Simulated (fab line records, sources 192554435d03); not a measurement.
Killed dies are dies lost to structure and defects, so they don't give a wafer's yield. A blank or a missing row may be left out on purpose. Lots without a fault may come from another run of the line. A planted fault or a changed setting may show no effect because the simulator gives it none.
fab line records | flow n5_finfet
record lots=10 wafers=29 last_day=19
route steps=1938 shown BEOL_M13@1693 PASSIVATION@1936
lots that met no fault: from a run of the same line without faults
start_h: hours from the record's first day to the start of the lot's first wafer shown | wait_h: hours since the lot's step before | " the same as in the row above | L1.1+2: a row that stands for several wafers | - no value, or no start given | * or withheld: withheld | < > ~ a bound
route shown NAME@n: a module of which the file shows steps, and the number in the route of the first | usual: mean/standard deviation of fault-free wafers | same: alike in all rows | chamber/n: place in a boat | sites: the reading at each site | _std_site: their standard deviation | _edge_site: outer sites' mean less inner sites' | radius_mm: how far each site lies from the wafer's centre | mask NAME#n: copy n | behind: the tool/chamber that last shaped the wafer | hold: why the lot was held/for how many hours/how that ended | device: the transistor (n, p or np) that didn't switch | end of line: the same wafers' tests at the end of the route | a step without rows: its recipe alone | killed: dies lost to structure and defects at the first sort, not the wafer's yield | map: a wafer's dies, x killed, . not, _ none there
set.NAME: the setting as run; set.NAME@STEP: as run at that earlier step | model.NAME: the simulator's own value behind a step, which no gauge read
steps of the route over a sample of lots; a table a step, a row a wafer
services: from which hour (start_h, from the record's first day; less than 0 if before it) a tool's chamber was out of use, for how many hours, and why
## steps
# step N5_BEOL_M13_ETCH_67
# recipe chemistry=CF4 target=SiARC target_depth_a=1430 time_s=238.3 ion_energy_ev=80 pressure_mtorr=40 source_w=545 bias_w=36 Ar_flow_sccm=100 cf4_flow_sccm=100 ends=cleared
# usual chamber_pressure_mTorr=40.00/0.031 drypump_motor_current_A=5.9/0.34 etch_rf_on_time_s=239/4.6 oes_product_au=0.70/0.07 rf_vpp_V=184.5/1 showerhead_plenum_p_Torr=2.17/0.054 throttle_valve_pct=15.65/0.22
# columns lot.wafer tool chamber start_h wait_h chamber_pressure_mTorr drypump_motor_current_A etch_rf_on_time_s oes_product_au rf_hours_counter_h rf_vpp_V showerhead_plenum_p_Torr throttle_valve_pct
L707.2 rie_diel-05 2 273.20 0.0 40.03 5.0 234 0.62 203 183.6 2.05 15.61
L707.3 " 0 " " 40.02 6.1 246 0.57 241 185.6 2.21 15.90
L709.1 rie_diel-05 1 302.27 0.0 40.06 6.0 239 0.63 173 183.8 2.13 15.70
L709.3 " 0 " " 40.03 6.1 245 0.57 248 185.8 2.21 15.94
L709.6 " 1 " " 40.05 6.1 238 0.63 - 184.7 2.13 15.73
L713.1 rie_diel-01 3 317.26 0.0 39.97 5.9 238 0.69 99 185.3 2.16 15.74
L713.3 " 1 " " 39.99 5.8 239 0.74 32 185.2 2.19 15.61
L713.6 " 0 " " 40.02 6.4 240 0.68 - 184.2 2.17 15.87
L714.1 rie_diel-01 3 335.28 0.0 39.99 5.8 240 0.69 103 185.0 2.16 15.75
L714.2 " 1 " " 39.98 5.8 240 0.74 36 184.5 2.19 15.64
L714.3 " 2 " " 40.05 5.8 231 0.78 48 184.5 2.25 15.48
L722.1 rie_diel-01 2 378.03 0.0 40.05 5.8 235 0.75 61 184.6 2.25 15.51
L722.4 " 1 " " 39.97 5.8 240 0.72 - 183.0 2.18 15.67
L722.6 " 0 " " 39.97 6.3 241 0.66 - 183.9 2.16 15.93
L725.3 rie_diel-05 0 400.46 0.0 40.02 6.1 240 0.79 22 184.7 2.20 15.49
L725.5 " 3 " " 39.97 5.8 233 0.75 - 184.3 2.17 15.52
L725.6 " 0 " " 40.01 6.1 239 0.80 - 185.7 2.20 15.50
L724.1 rie_diel-02 0 401.71 0.0 39.97 5.5 242 0.59 231 186.4 2.19 16.14
L724.3 " 1 " " 40.00 5.7 237 0.71 70 184.6 2.18 15.47
L724.5 " 0 " " 40.01 5.5 244 0.60 - 186.1 2.19 16.16
L726.2 rie_diel-02 3 406.42 0.0 40.06 6.3 232 0.70 95 187.0 2.23 15.50
L726.4 " 0 " " 40.00 5.5 245 0.59 233 184.0 2.19 16.14
L726.5 " 0 " " 39.98 5.5 244 0.59 - 185.4 2.19 16.16
L728.1 rie_diel-01 0 409.49 0.0 40.06 6.3 239 0.67 127 184.7 2.16 15.93
L728.3 " 3 " " 40.00 5.8 238 0.68 121 185.4 2.15 15.76
L728.4 " 2 " " 39.99 5.8 233 0.74 72 186.9 2.25 15.52
L727.3 rie_diel-02 3 416.52 0.0 39.97 6.3 230 0.70 98 184.8 2.23 15.51
L727.4 " 2 " " 40.02 6.2 244 0.75 27 184.5 2.10 15.25
L727.5 " 3 " " 40.02 6.3 230 0.70 - 185.6 2.23 15.53
# step N5_BEOL_M13_ETCH_38
# recipe chemistry=CF4/N2 target=SiCN target_depth_a=675 taper_deg=2 time_s=71.9 ion_energy_ev=150 mask_material=SiO2 pressure_mtorr=40 source_w=430 bias_w=70 Ar_flow_sccm=100 cf4_flow_sccm=60 n2_flow_sccm=60
# usual chamber_pressure_mTorr=40.00/0.037 drypump_motor_current_A=5.90/0.29 oes_product_au=0.82/0.073 rf_vpp_V=383.2/1.6 showerhead_plenum_p_Torr=2.25/0.051 throttle_valve_pct=15.46/0.23
# columns lot.wafer tool chamber start_h wait_h chamber_pressure_mTorr drypump_motor_current_A oes_product_au rf_hours_counter_h rf_vpp_V showerhead_plenum_p_Torr throttle_valve_pct
L707.2 rie_diel-02 3 275.95 - 40.04 6.25 0.87 56 385.2 2.32 15.26
L707.3 " 0 " " 40.04 5.45 0.72 192 384.1 2.28 15.91
L709.1 rie_diel-01 3 303.49 - 39.97 5.86 0.81 94 384.0 2.23 15.53
L709.3 " 2 " " 39.99 5.87 0.91 40 384.1 2.32 15.27
L709.6 " 3 " " 40.04 5.83 0.82 - 383.4 2.23 15.53
L713.1 rie_diel-05 3 321.94 - 39.96 5.78 0.92 19 382.7 2.25 15.30
L713.3 " 2 " " 39.98 5.05 0.72 218 380.2 2.10 15.44
L713.6 " 3 " " 40.05 5.76 0.91 - 383.1 2.25 15.30
L714.1 rie_diel-01 3 336.54 - 39.95 5.83 0.81 104 383.2 2.22 15.56
L714.2 " 2 " " 39.99 5.82 0.90 49 386.4 2.32 15.28
L714.3 " 0 " " 40.03 6.31 0.79 102 382.9 2.23 15.75
L722.1 rie_diel-02 0 379.68 - 39.90 5.45 0.69 223 383.4 2.27 15.97
L722.4 " 1 " " 40.03 5.70 0.83 63 383.4 2.25 15.30
L722.6 " 2 " " 40.00 6.16 0.90 - 383.0 2.17 15.04
L725.3 rie_diel-02 1 402.83 - 39.94 5.70 0.82 71 383.9 2.24 15.31
L725.5 " 3 " " 40.01 6.25 0.83 - 385.6 2.31 15.35
L725.6 " 2 " " 39.98 6.16 0.88 - 382.2 2.17 15.04
L724.1 rie_diel-05 1 403.46 - 40.03 6.01 0.71 206 381.4 2.18 15.58
L724.3 " 2 " " 39.98 5.05 0.70 243 378.8 2.09 15.49
L724.5 " 0 " " 39.99 6.09 0.91 - 384.3 2.26 15.32
L726.2 rie_diel-02 1 407.08 - 40.00 5.70 0.83 72 383.3 2.24 15.30
L726.4 " 2 " " 40.05 6.16 0.87 23 380.3 2.17 15.05
L726.5 " 1 " " 39.96 5.70 0.82 - 383.1 2.24 15.31
L728.1 rie_diel-01 0 410.22 - 39.98 6.29 0.78 127 382.6 2.22 15.79
L728.3 " 1 " " 39.95 5.81 0.83 62 381.8 2.25 15.50
L728.4 " 2 " " 39.97 5.83 0.87 73 387.2 2.31 15.33
L727.3 rie_diel-01 0 421.59 - 40.01 6.29 0.78 131 382.3 2.22 15.80
L727.4 " 2 " " 40.04 5.83 0.86 76 384.2 2.31 15.34
L727.5 " 1 " " 40.04 5.80 0.82 - 383.2 2.25 15.53
# step N5_BEOL_M13_SPUTTER_44
# recipe material=Ta target_thk_a=100 temp_c=50 bias_v=80 power_w=15000 chamber_pressure_pa=0.07 time_s=16.13
# usual throttle_valve_pct=30.3/1.2
# columns lot.wafer tool chamber start_h wait_h throttle_valve_pct
L707.2 pvd_sputter-03 - 277.12 0.0 29.8
L707.3 " - " " 30.3
L709.1 pvd_sputter-02 - 304.32 0.0 30.2
L709.3 " - " " 28.8
L709.6 " - " " 28.4
L713.1 pvd_sputter-01 - 322.30 0.0 31.4
L713.3 " - " " 31.7
L713.6 " - " " 31.4
L714.1 pvd_sputter-01 - 337.38 0.0 31.4
L714.2 " - " " 31.8
L714.3 " - " " 31.7
L722.1 pvd_sputter-03 - 380.29 0.0 30.1
L722.4 " - " " 28.4
L722.6 " - " " 29.9
L725.3 pvd_sputter-03 - 403.28 0.0 30.7
L725.5 " - " " 30.3
L725.6 " - " " 29.6
L724.1 pvd_sputter-01 - 404.14 0.0 31.6
L724.3 " - " " 31.6
L724.5 " - " " 31.5
L726.2 pvd_sputter-03 - 407.44 0.0 28.2
L726.4 " - " " 29.8
L726.5 " - " " 29.4
L728.1 pvd_sputter-01 - 410.64 0.0 31.5
L728.3 " - " " 31.3
L728.4 " - " " 31.4
L727.3 pvd_sputter-02 - 422.35 0.0 29.6
L727.4 " - " " 28.9
L727.5 " - " " 30.5
# step N5_BEOL_M13_CMP_49
# recipe stop_on=SiOC t_overpolish_s=17.1 down_force_psi=1 platen_rpm=50 clearing_platen_down_force_psi=1.5 clearing_platen_rpm=50 post_cmp_clean=cu_alkaline target_thk_nm=420 clearing_platen_pad_velocity_m_s=0.99484 pad_velocity_m_s=0.99484
# usual barrier_field_endpoint_s=30.0/0.75 motor_current_A=5.8/0.59
# columns lot.wafer tool chamber start_h wait_h barrier_field_endpoint_s motor_current_A
L707.3 cmp-03 1 277.77 0.2 28.6 5.5
L707.2 " 2 " " 29.5 5.3
L709.3 cmp-01 3 304.99 0.2 30.0 7.1
L709.1 " 0 " " 29.2 5.2
L709.6 " 3 " " 30.9 7.3
L713.3 cmp-03 2 323.25 0.2 42.7 5.3
L713.1 " 3 " " 30.8 5.6
L713.6 " 0 " " 30.4 6.0
L714.1 cmp-01 1 338.24 0.3 29.6 5.1
L714.2 " 2 " " 41.9 6.2
L714.3 " 3 " " 41.1 7.5
L722.1 cmp-01 3 380.98 0.3 30.5 6.8
L722.4 " 1 " " 30.5 4.9
L722.6 " 3 " " 30.7 7.1
L725.3 cmp-03 0 404.54 0.3 29.6 5.7
L725.6 " 1 " " 30.4 5.8
L725.5 " 2 " " 30.0 5.2
L724.1 cmp-03 1 405.01 0.3 31.5 5.9
L724.3 " 3 " " 31.8 5.5
L724.5 " 1 " " 31.1 5.8
L726.4 cmp-03 0 408.22 0.1 28.2 5.5
L726.2 " 3 " " 29.6 5.5
L726.5 " 0 " " 28.3 5.9
L728.1 cmp-03 2 411.97 0.3 29.6 5.4
L728.4 " 3 " " 30.3 5.6
L728.3 " 0 " " 30.0 5.9
L727.3 cmp-01 2 423.19 0.2 29.9 6.1
L727.4 " 0 " " 29.2 5.5
L727.5 " 2 " " 31.3 5.8
# step N5_BEOL_M13_THK_MEAS_50
# recipe thk_meas_gauge=xrf reads=Cu_of_BEOL_M13_ECD_47
# usual M13_THK=419/8.3
# columns lot.wafer tool chamber start_h wait_h M13_THK[nm]
L707.2 film_metro-01 - 278.07 - 416
L707.3 " - " " 414
L709.1 film_metro-02 - 305.28 - 409
L709.3 " - " " 417
L709.6 " - " " 414
L713.1 film_metro-01 - 323.47 - 406
L713.3 " - " " 402
L713.6 " - " " 418
L714.1 film_metro-02 - 338.50 - 422
L714.2 " - " " 415
L714.3 " - " " 432
L722.1 film_metro-02 - 381.24 - 431
L722.4 " - " " 423
L722.6 " - " " 420
L725.3 film_metro-02 - 404.72 - 417
L725.5 " - " " 422
L725.6 " - " " 419
L724.1 film_metro-01 - 405.27 - 418
L724.3 " - " " 418
L724.5 " - " " 413
L726.2 film_metro-02 - 408.51 - 418
L726.4 " - " " 415
L726.5 " - " " 414
L728.1 film_metro-02 - 412.22 - 431
L728.3 " - " " 420
L728.4 " - " " 444
L727.3 film_metro-02 - 423.44 - 431
L727.4 " - " " 427
L727.5 " - " " 435
# step N5_PASSIVATION_PROBE_49
# usual defect_limited_yield=91.2/1.4 killed_at_M0_to_M3=34/9.4 killed_at_M4_up=14/5.6 killed_at_contacts=13/7.8 killed_at_front_end=37/10 killed_at_other=4/3.3 killed_dies=103/17 killed_open=68/13 killed_short=33/8.2 sort_bin_5_function=5.1/0.92 sort_bin_6_memory=3.3/0.71 sort_bin_8_speed=0.01/0.043 sort_n_pass=1077/17 sort_yield_pct=91.2/1.4
# same gross_dies=1180 killed_at_back_side=0 sort_bin_4_leakage[%]=0
# columns lot.wafer tool chamber start_h wait_h defect_limited_yield[%] killed_at_M0_to_M3 killed_at_M4_up killed_at_contacts killed_at_front_end killed_at_other killed_dies killed_open killed_short sort_bin_5_function[%] sort_bin_6_memory[%] sort_bin_8_speed[%] sort_n_pass sort_yield_pct[%]
L728.1 prober-02 - 441.01 0.1 90.8 39 12 9 44 4 108 81 24 5.1 3.6 0 1072 90.8
L728.3 prober-02 - 441.11 0.2 93.9 22 11 5 31 3 72 47 22 3.2 2.7 0.08 1108 93.9
L728.4 prober-02 - 441.16 0.3 91.3 43 18 7 33 2 103 68 33 4.6 3.7 0 1077 91.3
L726.2 prober-01 - 441.26 0.3 91.9 51 11 7 26 1 96 61 34 5.0 2.9 0 1084 91.9
L726.4 prober-01 - 441.36 0.4 89.1 55 23 16 34 1 129 90 28 5.8 4.2 0 1051 89.1
L726.5 prober-01 - 441.41 0.4 87.9 67 12 31 31 2 143 104 38 8.0 3.6 0 1037 87.9
# killed by level:class
L728.1 STI_FIN_REVEAL:geometric_particle:open=13 BEOL_M2:geometric_particle:open=11 FIN_SAQP:geometric_particle:open=8 MOL_CONTACT_COAG:geometric_particle:open=7 BEOL_M1:geometric_particle:open=7 BEOL_M0_SAQP:geometric_particle:open=6 FIN_SAQP:geometric_particle:short=5 DUMMY_GATE:geometric_particle:open=5
L728.3 FIN_SAQP:geometric_particle:short=8 STI_FIN_REVEAL:geometric_particle:open=8 DUMMY_GATE:geometric_particle:open=7 BEOL_M4:geometric_particle:open=6 BEOL_M2:geometric_particle:open=5 MOL_CONTACT_COAG:geometric_particle:open=4 BEOL_M1:geometric_particle:short=4 BEOL_M0:geometric_particle:open=3
L728.4 BEOL_M4:geometric_particle:open=13 BEOL_M3:geometric_particle:open=12 BEOL_M2:geometric_particle:open=10 FIN_SAQP:geometric_particle:short=7 BEOL_M1:geometric_particle:short=6 BEOL_M1:geometric_particle:open=6 STARTING-WAFER:geometric_particle:open=5 DUMMY_GATE:geometric_particle:open=4
L726.2 BEOL_M0_SAQP:geometric_particle:open=14 BEOL_M0_SAQP:geometric_particle:short=12 STI_FIN_REVEAL:geometric_particle:open=8 BEOL_M1:geometric_particle:open=8 BEOL_M3:geometric_particle:open=7 STARTING-WAFER:geometric_particle:short=7 STARTING-WAFER:geometric_particle:open=6 MOL_CONTACT_COAG:geometric_particle:open=5
L726.4 BEOL_M3:geometric_particle:open=15 BEOL_M1:geometric_particle:open=14 MOL_CONTACT_COAG:geometric_particle:open=13 BEOL_M4:geometric_particle:open=11 HKMG_FIN:area_etch=9 BEOL_M0_SAQP:geometric_particle:short=8 STI_FIN_REVEAL:geometric_particle:open=7 BEOL_M1:geometric_particle:short=7
L726.5 BEOL_M3:geometric_particle:open=31 MOL_CONTACT_COAG:geometric_particle:open=23 STI_FIN_REVEAL:geometric_particle:open=10 MOL_CONTACT_COAG:geometric_particle:short=8 GATE_CUT:geometric_particle:short=7 BEOL_M4:geometric_particle:open=7 BEOL_M1:geometric_particle:open=7 BEOL_M3:geometric_particle:short=7
## services
# columns tool chamber start_h hours kind
rie_diel-01 3 252.29 4.1 repair
rie_diel-02 - 263.90 1.7 repair
cmp-01 - 268.06 1.7 repair
cmp-01 - 271.17 4.0 pm
cmp-03 - 290.81 6.8 pm
rie_diel-05 0 306.85 - clean
rie_diel-05 0 306.85 - consumable_replace:focus_ring
rie_diel-05 0 306.85 23.4 scheduled_down
rie_diel-01 0 309.55 5.6 repair
rie_diel-02 2 313.40 - clean
rie_diel-02 2 313.40 - consumable_replace:focus_ring
rie_diel-02 2 313.40 18.2 scheduled_down
rie_diel-02 2 313.40 18.2 vent_cycle
cmp-03 - 320.15 1.3 repair
rie_diel-01 - 320.61 2.8 pm
cmp-01 - 322.99 7.6 pm
cmp-01 - 354.36 4.2 pm
cmp-03 - 355.18 6.8 pm
cmp-03 - 368.57 0.9 repair
rie_diel-01 3 370.74 13.1 repair
cmp-01 - 371.60 2.7 repair
rie_diel-02 3 383.28 7.3 repair
cmp-01 - 383.73 2.0 repair
cmp-01 - 393.75 0.6 repair
## key
first_sign step=N5_BEOL_M13_CMP_49 reading=barrier_field_endpoint_s direction=up sigmas=16 usual=30.0 struck=41.9
effect none on later readings
met_at N5_BEOL_M13_SPUTTER_44
struck_lots L713,L714
struck_wafers L713.3,L714.2,L714.3
not_acting_at N5_BEOL_M13_ETCH_67,N5_BEOL_M13_ETCH_38,N5_BEOL_M13_THK_MEAS_50
fault kind=process_parameter_drift tool=pvd_sputter-01 chamber=- onset_h=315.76 steps=N5_BEOL_M13_SPUTTER_44 channel=time_s offset=* shape=step end_h=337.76 scope=struck_wafers_only acts_in=* stated=*
